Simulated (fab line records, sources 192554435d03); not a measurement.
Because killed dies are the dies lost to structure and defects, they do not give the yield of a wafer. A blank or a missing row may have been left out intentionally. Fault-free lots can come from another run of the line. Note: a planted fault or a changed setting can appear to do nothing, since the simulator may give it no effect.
One fault seen from 2 desks	flow n5Finfet	every desk sees just its own numbers, and what lay behind them comes last

== METROLOGY DESK ==
Lot by lot, what the gauges showed, no matter which tool ran the lot: averages of those sampled wafers that carry a number. Marked OUT: a lot whose mean sits more than 4 standard deviations from the usual mean, which makes it out of limits; the brackets give that distance. It has 11 readings; the 7 that lie furthest out on some lot are the ones shown.
Columns: A = M2_OVL at N5_BEOL_M2_OVL_MEAS_12, usual -0.2 nm; B = DIBL_P at N5_BEOL_M4_RC_MEAS_101, usual 36.5 mV/V; C = IOFF_N at N5_BEOL_M4_RC_MEAS_101, usual 0.16 nA/um; D = SS_N at N5_BEOL_M4_RC_MEAS_101, usual 71.6 mV/dec; E = SS_P at N5_BEOL_M4_RC_MEAS_101, usual 73.4 mV/dec; F = VT_N at N5_BEOL_M4_RC_MEAS_101, usual 250 mV; G = VT_P at N5_BEOL_M4_RC_MEAS_101, usual -250.5 mV
lot	first seen here	A	B	C	D	E	F	G
L261	day 7 11:05	-1.0	35.9	0.16	71.5	73.6	249	-252.0
L264	day 8 05:40	-0.3	35.0	0.18	71.5	73.4	246	-250.0
L265	day 8 12:22	-0.4	37.4	0.16	72.5	73.2	250	-249.6
L267	day 8 18:56	-0.8	36.3	0.15	71.6	73.5	251	-250.9
L269	day 10 05:48	-0.2	36.6	0.16	71.1	73.5	250	-247.3
L274	day 10 10:14	0.6	36.3	0.16	71.8	73.2	251	-249.5
L279	day 11 16:00	-0.3	37.7	0.18	71.3	73.7	248	-248.0
L278	day 11 16:10	-0.3	38.2	0.16	71.7	73.5	250	-252.9
L281	day 12 22:40	0.1	40.7	0.21	72.3	74.7	248	-250.4
This desk found nothing out of limits on any of the 9 lots.

== FOR THE TOOL OWNER'S DESK: rieDiel-05 ==
The tool's own readings at N5_BEOL_M2_ETCH_77 (etches underlayer in N2/H2, target depth 6.5 nm, time 5.2 s): means of the sampled wafers that have a number, for each lot that ran on this tool. Marked OUT: a lot whose mean sits more than 4 standard deviations from the usual mean, which makes it out of limits; the brackets give that distance.
Columns: A = drypumpMotorCurrentA at N5_BEOL_M2_ETCH_77, usual 5.8 A; B = etchRfOnTimeS at N5_BEOL_M2_ETCH_77, usual 5.23 s; C = oesProductAu at N5_BEOL_M2_ETCH_77, usual 0.67 a.u.; D = rfVppV at N5_BEOL_M2_ETCH_77, usual 523.0 V; E = showerheadPlenumPTorr at N5_BEOL_M2_ETCH_77, usual 2.52 Torr; F = throttleValvePct at N5_BEOL_M2_ETCH_77, usual 17.87 %
lot	first seen here	A	B	C	D	E	F
L261	day 7 12:28	5.5	5.22	0.64	524.4	2.57	17.81
L264	day 8 06:47	5.7	7.28 (+16) OUT	0.50	523.7	2.56	18.02
L265	day 8 14:05	6.0	7.09 (+14) OUT	0.54	523.1	2.51	18.01
L267	day 8 20:17	5.5	7.12 (+15) OUT	0.53	523.9	2.58	17.99
L278	day 11 17:10	6.0	5.21	0.62	523.0	2.50	18.09
L281	day 13 01:38	6.2	5.22	0.67	522.1	2.46	17.96
This desk's verdict: out of limits on L264, L265, L267, starting with L264 at day 8 06:47 (etchRfOnTimeS at N5_BEOL_M2_ETCH_77). In limits: L261, L278, L281.

== PUT TOGETHER ==
At day 8 06:47, on L264, L265, L267, the tool owner's desk was in a position to raise an alarm.
At the metrology desk, nothing out of limits was observed.
The metrology desk has L264, L265, L267 on record, within its limits.
Of the lots named, all ran N5_BEOL_M2_ETCH_77 on rieDiel-05.

== WHAT THE SIMULATOR HAD PUT IN ==
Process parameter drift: rieDiel-05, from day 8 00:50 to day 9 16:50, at N5_BEOL_M2_ETCH_77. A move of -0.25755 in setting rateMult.
Struck lots among those shown: L264, L265, L267.
How many hours passed from the start of the fault until each desk's first out-of-limits reading: the tool owner's desk, 6.
